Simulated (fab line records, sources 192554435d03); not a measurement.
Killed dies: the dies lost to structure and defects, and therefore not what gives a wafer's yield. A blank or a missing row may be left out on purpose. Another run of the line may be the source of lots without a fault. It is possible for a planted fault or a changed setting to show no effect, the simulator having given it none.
Lot-split experiment    flow n5_finfet    39 wafers read across 7 lots, on a route 1938 steps long

## SPLIT DETAILS
At N5_SD_EPI_P_EPI_21 (deposits SiGe:B, time 355 s), the setting pressure_torr was moved away from the recipe's 20 Torr on 18 of the 39 wafers read, by -18.4% to +19.4%. The other wafers ran this setting at the recipe's value.

## FROM THE SPLIT TO THE READING: what the file shows between them, 5 steps
- N5_SD_EPI_P_HM_STRIP_48: strips SiNx in H3PO4, material SiNx, target depth 3 nm
- N5_SD_EPI_P_SRD_49: time 30 s
- N5_SD_EPI_P_PRECLEAN_24: cleans in O3/DIW, time 45 s
- N5_SD_ACTIVATION_RTA_00: time 0 s
- N5_SD_ACTIVATION_LSA_01: time 0.0008 s

## THE READING
RS_SD_P (ohm/sq), read at N5_SD_ACTIVATION_RS_MEAS_03 with a four-point probe. A value of 56.4 ohm/sq with a standard deviation of 1.1 ohm/sq is what fault-free wafers of this fab line usually give.

wafer   tool, chamber at the split  pressure_torr as run, Torr  against the recipe  RS_SD_P, ohm/sq  against lot-mates on the recipe
L080.1  epi_rpcvd-01, 0             20                          recipe              58.1             -
L080.2  epi_rpcvd-01, 0             20                          recipe              57.0             -
L080.3  epi_rpcvd-01, 0             20                          recipe              58.2             -
L080.4  epi_rpcvd-01, 0             20                          recipe              56.9             -
L080.5  epi_rpcvd-01, 0             20                          recipe              56.8             -
L080.6  epi_rpcvd-01, 0             20                          recipe              57.6             -
L084.1  epi_rpcvd-02, 0             16.32                       -18.4%              63.0             no lot-mate on the recipe
L084.2  epi_rpcvd-02, 0             16.32                       -18.4%              62.8             no lot-mate on the recipe
L084.3  epi_rpcvd-02, 0             16.32                       -18.4%              63.0             no lot-mate on the recipe
L084.4  epi_rpcvd-02, 0             16.32                       -18.4%              64.1             no lot-mate on the recipe
L084.5  epi_rpcvd-02, 0             16.32                       -18.4%              61.9             no lot-mate on the recipe
L084.6  epi_rpcvd-02, 0             16.32                       -18.4%              63.4             no lot-mate on the recipe
L085.1  epi_rpcvd-02, 0             20                          recipe              56.6             -
L085.2  epi_rpcvd-02, 0             20                          recipe              57.3             -
L085.3  epi_rpcvd-02, 0             20                          recipe              56.6             -
L085.4  epi_rpcvd-02, 0             20                          recipe              56.8             -
L085.5  epi_rpcvd-02, 0             20                          recipe              56.6             -
L085.6  epi_rpcvd-02, 0             20                          recipe              56.3             -
L089.1  epi_rpcvd-04, 0             22.42                       +12.1%              53.1             no lot-mate on the recipe
L089.2  epi_rpcvd-04, 0             22.42                       +12.1%              52.8             no lot-mate on the recipe
L089.3  epi_rpcvd-04, 0             22.42                       +12.1%              52.6             no lot-mate on the recipe
L089.4  epi_rpcvd-04, 0             22.42                       +12.1%              52.0             no lot-mate on the recipe
L089.5  epi_rpcvd-04, 0             22.42                       +12.1%              52.7             no lot-mate on the recipe
L089.6  epi_rpcvd-04, 0             22.42                       +12.1%              52.7             no lot-mate on the recipe
L090.1  epi_rpcvd-02, 0             20                          recipe              56.8             -
L090.2  epi_rpcvd-02, 0             20                          recipe              56.1             -
L090.3  epi_rpcvd-02, 0             20                          recipe              56.9             -
L090.4  epi_rpcvd-02, 0             20                          recipe              56.1             -
L090.5  epi_rpcvd-02, 0             20                          recipe              56.4             -
L090.6  epi_rpcvd-02, 0             20                          recipe              56.7             -
L092.1  epi_rpcvd-02, 0             20                          recipe              55.6             -
L092.3  epi_rpcvd-02, 0             20                          recipe              55.8             -
L092.6  epi_rpcvd-02, 0             20                          recipe              56.1             -
L095.1  epi_rpcvd-01, 0             23.87                       +19.4%              48.7             no lot-mate on the recipe
L095.2  epi_rpcvd-01, 0             23.87                       +19.4%              49.0             no lot-mate on the recipe
L095.3  epi_rpcvd-01, 0             23.87                       +19.4%              48.2             no lot-mate on the recipe
L095.4  epi_rpcvd-01, 0             23.87                       +19.4%              48.6             no lot-mate on the recipe
L095.5  epi_rpcvd-01, 0             23.87                       +19.4%              50.0             no lot-mate on the recipe
L095.6  epi_rpcvd-01, 0             23.87                       +19.4%              48.1             no lot-mate on the recipe

THE FIT
A straight line over all 39 wafers: RS_SD_P changes by -0.37 ohm/sq for each +1% of pressure_torr; r = -0.99; the points scatter about the line by 0.74 ohm/sq.
Too few moved wafers have a lot-mate on the recipe to fit a line with each lot's own level taken away.

## THE WHOLE CHAIN: every reading that the file lists as answering this split, in the file's order
step                         what it does                                            reading                                                                            change (the file's fit)                r (the file's)
N5_SD_EPI_P_EPI_21           deposits SiGe:B, time 355 s                             SiGe-B_of_SD_EPI_P_EPI_21.thk_nm (the simulator's own value, which no gauge read)  +0.236 nm for each +1% of the setting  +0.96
N5_SD_EPI_P_HM_STRIP_48      strips SiNx in H3PO4, material SiNx, target depth 3 nm  SiGe-B_of_SD_EPI_P_EPI_21.thk_nm (the simulator's own value, which no gauge read)  +0.234 nm for each +1% of the setting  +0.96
N5_SD_ACTIVATION_RS_MEAS_03  measures by four-point-probe                            RS_SD_P                                                                            -0.37 for each +1% of the setting      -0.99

## FILE'S OWN FIT
RS_SD_P changes by -0.37 ohm/sq for each +1% of pressure_torr, r = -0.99.
